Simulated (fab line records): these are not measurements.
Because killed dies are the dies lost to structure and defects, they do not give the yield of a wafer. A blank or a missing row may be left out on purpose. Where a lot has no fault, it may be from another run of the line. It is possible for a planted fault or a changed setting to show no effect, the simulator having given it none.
Matching of chambers | flow n5_finfet | 4 sister chambers for N5_BEOL_M1_VIA_ETCH_34 on rie_diel-01
The step etches the open film in C4F6/O2, target depth 67.8 nm, time 64.4 s. 33 wafers are shown with their chamber, then 12 later ones without.

== WAFERS, EACH WITH ITS CHAMBER ==
wafer  | chamber | drypump_motor_current_A (A) | showerhead_plenum_p_Torr (Torr) | rf_vpp_V (V)
L074.1 | 1       | 6.0                         | 3.01                            | 674
L074.2 | 2       | 5.5                         | 2.82                            | 664
L074.6 | 2       | 5.5                         | 2.82                            | 665
L075.1 | 2       | 5.5                         | 2.82                            | 665
L075.4 | 1       | 6.0                         | 3.01                            | 674
L075.5 | 3       | 5.4                         | 2.90                            | 675
L078.3 | 3       | 5.4                         | 2.89                            | 675
L078.5 | 0       | 5.1                         | 3.01                            | 666
L078.6 | 1       | 6.0                         | 3.01                            | 674
L080.3 | 0       | 5.1                         | 3.01                            | 667
L080.5 | 0       | 5.1                         | 3.01                            | 668
L080.6 | 1       | 6.0                         | 3.01                            | 674
L081.1 | 1       | 6.0                         | 3.01                            | 673
L081.3 | 2       | 5.5                         | 2.81                            | 664
L081.5 | 1       | 6.0                         | 3.01                            | 674
L084.2 | 0       | 5.1                         | 3.01                            | 669
L084.3 | 2       | 5.6                         | 2.81                            | 664
L084.6 | 2       | 5.6                         | 2.81                            | 664
L088.2 | 1       | 6.0                         | 3.00                            | 674
L088.3 | 0       | 5.1                         | 3.00                            | 668
L088.5 | 3       | 5.4                         | 2.88                            | 675
L089.1 | 0       | 5.1                         | 3.00                            | 667
L089.2 | 1       | 6.0                         | 3.00                            | 674
L089.5 | 3       | 5.4                         | 2.88                            | 675
L090.3 | 2       | 5.6                         | 2.81                            | 666
L090.5 | 0       | 5.1                         | 3.00                            | 667
L090.6 | 1       | 6.0                         | 3.00                            | 674
L091.2 | 2       | 5.5                         | 2.81                            | 665
L091.4 | 3       | 5.4                         | 2.88                            | 675
L091.5 | 1       | 5.9                         | 3.00                            | 673
L092.2 | 0       | 5.1                         | 3.00                            | 668
L092.3 | 2       | 5.5                         | 2.81                            | 665
L092.5 | 0       | 5.1                         | 3.00                            | 668

SIGNATURES (averages over the wafers above)
reading                  | chamber 0 | chamber 1 | chamber 2 | chamber 3 | scatter within a chamber
drypump_motor_current_A  | 5.100     | 5.990     | 5.533     | 5.400     | 0.0316
showerhead_plenum_p_Torr | 3.0044    | 3.0060    | 2.8133    | 2.8860    | 0.00582
rf_vpp_V                 | 667.56    | 673.80    | 664.67    | 675.00    | 0.638
Rule: for each reading, subtract the chamber's mean from the wafer's reading, divide by that reading's scatter and square the result; add these up over the readings and take the root, which gives the wafer's distance from the chamber. If the next closest chamber is less than 2 further off than the closest, the wafer can't be placed; otherwise it belongs to the closest. How the scatter is found: for the shown wafers, subtract from each reading the mean of its chamber, square and add these, divide the total by (wafers less chambers), then take the root.

== WAFERS WITH NO CHAMBER GIVEN ==
wafer  | drypump_motor_current_A (A) | showerhead_plenum_p_Torr (Torr) | rf_vpp_V (V)
L093.1 | 5.4                         | 2.88                            | 674
L093.3 | 5.1                         | 3.00                            | 667
L093.6 | 5.4                         | 2.88                            | 674
L094.2 | 5.1                         | 2.99                            | 668
L094.3 | 5.5                         | 2.81                            | 664
L094.5 | 5.1                         | 2.99                            | 668
L097.1 | 6.0                         | 2.99                            | 675
L097.2 | 5.4                         | 2.87                            | 672
L097.3 | 5.5                         | 2.80                            | 662
L096.3 | 5.1                         | 2.99                            | 668
L096.4 | 5.5                         | 2.80                            | 665
L096.5 | 6.0                         | 2.99                            | 673

== EACH ONE'S CHAMBER ==
wafer  | from the rows above | in truth
L093.1 | 3                   | 3
L093.3 | 0                   | 0
L093.6 | 3                   | 3
L094.2 | 0                   | 0
L094.3 | 2                   | 2
L094.5 | 0                   | 0
L097.1 | 1                   | 1
L097.2 | 3                   | 3
L097.3 | 2                   | 2
L096.3 | 0                   | 0
L096.4 | 2                   | 2
L096.5 | 1                   | 1
Correct placement for 12 of the 12. Left unplaced by these rows: 0. Number placed wrongly: 0.
